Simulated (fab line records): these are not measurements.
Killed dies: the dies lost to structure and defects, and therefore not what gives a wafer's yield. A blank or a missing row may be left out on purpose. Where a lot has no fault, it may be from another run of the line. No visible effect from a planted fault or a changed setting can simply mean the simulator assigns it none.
Which of the tools did it? || flow nand-harc || route of 1302 steps, sampled at 1 step: 11 lots, 33 wafers

## WHAT THE GAUGES SHOWED, per wafer
NHARC_A_CHANNEL_HOLE_D1_OVL_MEAS_11.
{"lot": "L205", "measured": "day 8 15:37", "on": "overlay-01", "overlay-x-nm (nm)": "0.0 0.0 -0.7"}
{"lot": "L207", "measured": "day 9 05:11", "on": "overlay-01", "overlay-x-nm (nm)": "0.2 0.3 -0.1"}
{"lot": "L208", "measured": "day 9 20:07", "on": "overlay-01", "overlay-x-nm (nm)": "-0.5 -0.8 -0.7"}
{"lot": "L210", "measured": "day 10 12:13", "on": "overlay-02", "overlay-x-nm (nm)": "-1.5 -0.9 -1.0"}
{"lot": "L211", "measured": "day 10 23:06", "on": "overlay-01", "overlay-x-nm (nm)": "-0.5 -0.2 -1.1"}
{"lot": "L212", "measured": "day 11 08:22", "on": "overlay-02", "overlay-x-nm (nm)": "-1.2 -0.7 -1.1"}
{"lot": "L213", "measured": "day 11 23:01", "on": "overlay-01", "overlay-x-nm (nm)": "-2.1 -2.1 -1.7"}
{"lot": "L215", "measured": "day 12 12:22", "on": "overlay-01", "overlay-x-nm (nm)": "1.6 1.2 1.4"}
{"lot": "L217", "measured": "day 13 00:07", "on": "overlay-01", "overlay-x-nm (nm)": "0.0 -0.2 -0.4"}
{"lot": "L223", "measured": "day 16 10:17", "on": "overlay-01", "overlay-x-nm (nm)": "-0.6 -1.3 -0.8"}
{"lot": "L226", "measured": "day 17 09:37", "on": "overlay-02", "overlay-x-nm (nm)": "-0.5 -1.4 -0.3"}

## TOOL THAT RAN EACH LOT (tool first, then ch and the chambers of the sampled wafers, then the start)
The record holds no process step before these readings.

## THE ANSWER, worked out from the rows above alone
Rule: the usual values come from the lots themselves. Put in order of their means at a reading, lots are off if they are a third of the lots or fewer, leave a main group of 4 or more, and stand apart from it by a gap of 3 or more times the standard deviation of the main group's means; of several such gaps the widest counts. The tables above print the reading to a certain number of digits; a main group whose means all agree to those digits is not used. Also off: a lot with no number at a reading for which 4 or more lots have one. Where the step has rows for the other lots, those lots are counted as sound.
Nothing can be told from this: no lot is off at any reading shown.

## WHAT THE SIMULATOR HAD INSERTED
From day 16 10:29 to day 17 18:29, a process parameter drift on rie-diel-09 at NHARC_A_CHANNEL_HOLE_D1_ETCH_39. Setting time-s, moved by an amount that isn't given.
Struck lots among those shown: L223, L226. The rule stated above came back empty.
